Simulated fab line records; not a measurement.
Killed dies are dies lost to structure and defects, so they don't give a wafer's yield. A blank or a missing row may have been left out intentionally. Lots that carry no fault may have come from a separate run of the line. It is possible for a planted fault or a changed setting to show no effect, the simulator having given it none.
Matching of chambers || flow n5_finfet || N5_BEOL_M2_ETCH_63 on rie_diel-06: 4 sister chambers
The step etches SiARC in CF4, target depth 15.6 nm, time 26 s. 18 wafers are shown with their chamber, then 9 later ones without.

WAFERS PAIRED WITH THEIR CHAMBERS
{"wafer": "L075.1", "chamber": 3, "drypump_motor_current_A (A)": 5.0, "showerhead_plenum_p_Torr (Torr)": 2.29, "throttle_valve_pct (%)": 15.71}
{"wafer": "L075.4", "chamber": 1, "drypump_motor_current_A (A)": 5.9, "showerhead_plenum_p_Torr (Torr)": 2.29, "throttle_valve_pct (%)": 15.46}
{"wafer": "L075.6", "chamber": 0, "drypump_motor_current_A (A)": 5.3, "showerhead_plenum_p_Torr (Torr)": 2.19, "throttle_valve_pct (%)": 15.44}
{"wafer": "L078.1", "chamber": 2, "drypump_motor_current_A (A)": 5.3, "showerhead_plenum_p_Torr (Torr)": 2.19, "throttle_valve_pct (%)": 15.84}
{"wafer": "L078.3", "chamber": 1, "drypump_motor_current_A (A)": 5.9, "showerhead_plenum_p_Torr (Torr)": 2.28, "throttle_valve_pct (%)": 15.47}
{"wafer": "L078.6", "chamber": 0, "drypump_motor_current_A (A)": 5.3, "showerhead_plenum_p_Torr (Torr)": 2.19, "throttle_valve_pct (%)": 15.44}
{"wafer": "L080.1", "chamber": 0, "drypump_motor_current_A (A)": 5.3, "showerhead_plenum_p_Torr (Torr)": 2.18, "throttle_valve_pct (%)": 15.43}
{"wafer": "L080.3", "chamber": 1, "drypump_motor_current_A (A)": 5.9, "showerhead_plenum_p_Torr (Torr)": 2.28, "throttle_valve_pct (%)": 15.46}
{"wafer": "L080.4", "chamber": 2, "drypump_motor_current_A (A)": 5.4, "showerhead_plenum_p_Torr (Torr)": 2.19, "throttle_valve_pct (%)": 15.85}
{"wafer": "L079.2", "chamber": 0, "drypump_motor_current_A (A)": 5.3, "showerhead_plenum_p_Torr (Torr)": 2.18, "throttle_valve_pct (%)": 15.45}
{"wafer": "L079.3", "chamber": 3, "drypump_motor_current_A (A)": 5.0, "showerhead_plenum_p_Torr (Torr)": 2.28, "throttle_valve_pct (%)": 15.73}
{"wafer": "L079.5", "chamber": 2, "drypump_motor_current_A (A)": 5.3, "showerhead_plenum_p_Torr (Torr)": 2.19, "throttle_valve_pct (%)": 15.85}
{"wafer": "L081.1", "chamber": 2, "drypump_motor_current_A (A)": 5.3, "showerhead_plenum_p_Torr (Torr)": 2.19, "throttle_valve_pct (%)": 15.86}
{"wafer": "L081.4", "chamber": 3, "drypump_motor_current_A (A)": 4.9, "showerhead_plenum_p_Torr (Torr)": 2.28, "throttle_valve_pct (%)": 15.75}
{"wafer": "L081.6", "chamber": 0, "drypump_motor_current_A (A)": 5.3, "showerhead_plenum_p_Torr (Torr)": 2.18, "throttle_valve_pct (%)": 15.44}
{"wafer": "L089.2", "chamber": 3, "drypump_motor_current_A (A)": 4.9, "showerhead_plenum_p_Torr (Torr)": 2.27, "throttle_valve_pct (%)": 15.79}
{"wafer": "L089.3", "chamber": 1, "drypump_motor_current_A (A)": 5.9, "showerhead_plenum_p_Torr (Torr)": 2.27, "throttle_valve_pct (%)": 15.52}
{"wafer": "L089.5", "chamber": 0, "drypump_motor_current_A (A)": 5.3, "showerhead_plenum_p_Torr (Torr)": 2.18, "throttle_valve_pct (%)": 15.49}

SIGNATURES, as means of the wafers listed above
{"reading": "drypump_motor_current_A", "chamber 0": 5.300, "chamber 1": 5.900, "chamber 2": 5.325, "chamber 3": 4.950, "scatter within a chamber": 0.0354}
{"reading": "showerhead_plenum_p_Torr", "chamber 0": 2.1833, "chamber 1": 2.2800, "chamber 2": 2.1900, "chamber 3": 2.2800, "scatter within a chamber": 0.00617}
{"reading": "throttle_valve_pct", "chamber 0": 15.4483, "chamber 1": 15.4775, "chamber 2": 15.8500, "chamber 3": 15.7450, "scatter within a chamber": 0.0246}
Rule: for each reading, subtract the chamber's mean from the wafer's reading, divide by that reading's scatter and square the result; add these up over the readings and take the root, which gives the wafer's distance from the chamber. If the next closest chamber is less than 2 further off than the closest, the wafer can't be placed; otherwise it belongs to the closest. The scatter is the square root of a quotient: the sum, over the shown wafers, of each reading's squared deviation from its chamber's mean, divided by wafers minus chambers.

WAFERS WITH NO CHAMBER GIVEN
{"wafer": "L090.1", "drypump_motor_current_A (A)": 5.2, "showerhead_plenum_p_Torr (Torr)": 2.18, "throttle_valve_pct (%)": 15.50}
{"wafer": "L090.2", "drypump_motor_current_A (A)": 5.0, "showerhead_plenum_p_Torr (Torr)": 2.27, "throttle_valve_pct (%)": 15.77}
{"wafer": "L090.3", "drypump_motor_current_A (A)": 5.4, "showerhead_plenum_p_Torr (Torr)": 2.19, "throttle_valve_pct (%)": 15.39}
{"wafer": "L090.4", "drypump_motor_current_A (A)": 5.9, "showerhead_plenum_p_Torr (Torr)": 2.27, "throttle_valve_pct (%)": 15.54}
{"wafer": "L090.5", "drypump_motor_current_A (A)": 5.4, "showerhead_plenum_p_Torr (Torr)": 2.19, "throttle_valve_pct (%)": 15.38}
{"wafer": "L090.6", "drypump_motor_current_A (A)": 5.9, "showerhead_plenum_p_Torr (Torr)": 2.27, "throttle_valve_pct (%)": 15.53}
{"wafer": "L096.3", "drypump_motor_current_A (A)": 5.2, "showerhead_plenum_p_Torr (Torr)": 2.17, "throttle_valve_pct (%)": 15.52}
{"wafer": "L096.4", "drypump_motor_current_A (A)": 4.9, "showerhead_plenum_p_Torr (Torr)": 2.27, "throttle_valve_pct (%)": 15.80}
{"wafer": "L096.5", "drypump_motor_current_A (A)": 4.9, "showerhead_plenum_p_Torr (Torr)": 2.27, "throttle_valve_pct (%)": 15.82}

THE CHAMBER EACH PASSED THROUGH
{"wafer": "L090.1", "from the rows above": 0, "in truth": 0}
{"wafer": "L090.2", "from the rows above": 3, "in truth": 3}
{"wafer": "L090.3", "from the rows above": 0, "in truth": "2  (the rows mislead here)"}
{"wafer": "L090.4", "from the rows above": 1, "in truth": 1}
{"wafer": "L090.5", "from the rows above": 0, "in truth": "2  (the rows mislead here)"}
{"wafer": "L090.6", "from the rows above": 1, "in truth": 1}
{"wafer": "L096.3", "from the rows above": 0, "in truth": 0}
{"wafer": "L096.4", "from the rows above": 3, "in truth": 3}
{"wafer": "L096.5", "from the rows above": 3, "in truth": 3}
Correctly placed: 7 of 9. Can't be placed from these rows: 0. Wrongly placed: 2.
